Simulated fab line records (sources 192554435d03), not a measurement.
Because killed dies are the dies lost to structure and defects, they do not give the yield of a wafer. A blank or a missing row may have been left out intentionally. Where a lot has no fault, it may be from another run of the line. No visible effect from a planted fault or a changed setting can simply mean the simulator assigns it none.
Split-lot study	flow n5_finfet	on a route of 1938 steps: 7 lots, 21 wafers read

THE SPLIT ITSELF
At N5_FIN_CUT_CUT_ETCH_15 (etches Si in HBr/Cl2/O2, target depth 100 nm, bt time 10 s, time 42.4 s), the setting time_s was moved away from the recipe's 42.4 s on 9 of the 21 wafers read, by -20.2% to +10.4%. The other wafers ran this setting at the recipe's value.

The split's own step is where the reading is taken.

THE READING
SOC_of_FIN_CUT_COAT_18.thk_nm (the simulator's own value, which no gauge read), in nm, at N5_FIN_CUT_CUT_ETCH_15 (etches Si in HBr/Cl2/O2, target depth 100 nm, bt time 10 s, time 42.4 s). There is no usual value for it anywhere in the file. Average 170.7 nm, standard deviation 0.92 nm, over the 12 wafers here run with the recipe.

wafer	tool, chamber at the split	time_s as run, s	against the recipe	SOC_of_FIN_CUT_COAT_18.thk_nm, nm	against lot-mates on the recipe
L076.1	rie_si-04, 1	42.4	recipe	170.6	-
L076.3	rie_si-04, 0	42.4	recipe	169.6	-
L076.5	rie_si-04, 1	42.4	recipe	170.8	-
L077.2	rie_si-04, 3	42.4	recipe	172.4	-
L077.3	rie_si-04, 1	46.79	+10.4%	168.4	-4.0
L077.4	rie_si-04, 2	46.79	+10.4%	167.8	-4.6
L080.1	rie_si-06, 0	38.91	-8.2%	173.2	+2.6
L080.3	rie_si-06, 3	42.4	recipe	170.6	-
L080.6	rie_si-06, 1	38.91	-8.2%	173.2	+2.6
L085.1	rie_si-06, 3	33.96	-19.9%	177.6	+7.0
L085.3	rie_si-06, 1	33.96	-19.9%	178.2	+7.6
L085.6	rie_si-06, 3	42.4	recipe	170.6	-
L088.2	rie_si-05, 3	42.4	recipe	170.8	-
L088.4	rie_si-05, 0	33.84	-20.2%	178.6	+7.8
L088.6	rie_si-05, 0	33.84	-20.2%	178.6	+7.8
L093.3	rie_si-04, 0	42.4	recipe	168.6	-
L093.4	rie_si-04, 2	37.14	-12.4%	174.6	+4.5
L093.6	rie_si-04, 3	42.4	recipe	171.6	-
L095.1	rie_si-04, 3	42.4	recipe	170.6	-
L095.2	rie_si-04, 2	42.4	recipe	171.2	-
L095.4	rie_si-04, 1	42.4	recipe	171.4	-

FIT RESULTS
A straight line over all 21 wafers: SOC_of_FIN_CUT_COAT_18.thk_nm changes by -0.348 nm for each +1% of time_s; r = -0.97; the points scatter about the line by 0.86 nm.
The same after taking each lot's own level away (the mean of its wafers on the recipe; 21 wafers): -0.38 nm for each +1%; r = -0.99; scatter 0.6 nm.
On that fit, the largest move of time_s shifts the reading by 7.7 nm.
Measured against the standard deviation above, the lots' own levels, which go from 170.10 to 172.40 nm, span 2.5 times it.
Consequently the slope shifts little with the lot-to-lot level, the two slopes agreeing.
Check: with one of the wafers moved furthest among these (-20.2%) left out of the fit, the line predicts +7.51 nm for it against its lot-mates. It came out at +7.8 nm against them.

OTHER SPLITS APPLIED TO THESE WAFERS
Note: prior to the reading, these wafers also went through further splits. Each is held against what the fit with the lots' levels taken away leaves over:
other split on the same wafers	wafers away from the commonest value	r with SOC_of_FIN_CUT_COAT_18.thk_nm (lot level and that fit taken away)
N5_ZERO_LAYER_ETCH_18 icp_w	9	-0.02
N5_WELL_APT_COAT_02 spin_rpm	11	+0.25
N5_FIN_CUT_COAT_19 spin_rpm	6	+0.22
N5_FIN_CUT_EXPOSE_05 dose_mj	6	-0.02

THE WHOLE CHAIN: every reading that the file lists as answering this split, in the file's order
step	what it does	reading	change (the file's fit)	r (the file's)
N5_FIN_CUT_CUT_ETCH_15	etches Si in HBr/Cl2/O2, target depth 100 nm, bt time 10 s, time 42.4 s	FIN_CUT.feature_depth_nm (the simulator's own value, which no gauge read)	+1.05 nm for each +1% of the setting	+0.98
N5_FIN_CUT_CUT_ETCH_15	etches Si in HBr/Cl2/O2, target depth 100 nm, bt time 10 s, time 42.4 s	etch.depth_nm (the simulator's own value, which no gauge read)	+1.05 nm for each +1% of the setting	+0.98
N5_FIN_CUT_CUT_ETCH_15	etches Si in HBr/Cl2/O2, target depth 100 nm, bt time 10 s, time 42.4 s	SOC_of_FIN_CUT_COAT_18.thk_nm (the simulator's own value, which no gauge read)	-0.375 nm for each +1% of the setting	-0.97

THE FILE'S OWN FIT
SOC_of_FIN_CUT_COAT_18.thk_nm changes by -0.375 nm for each +1% of time_s, r = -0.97.
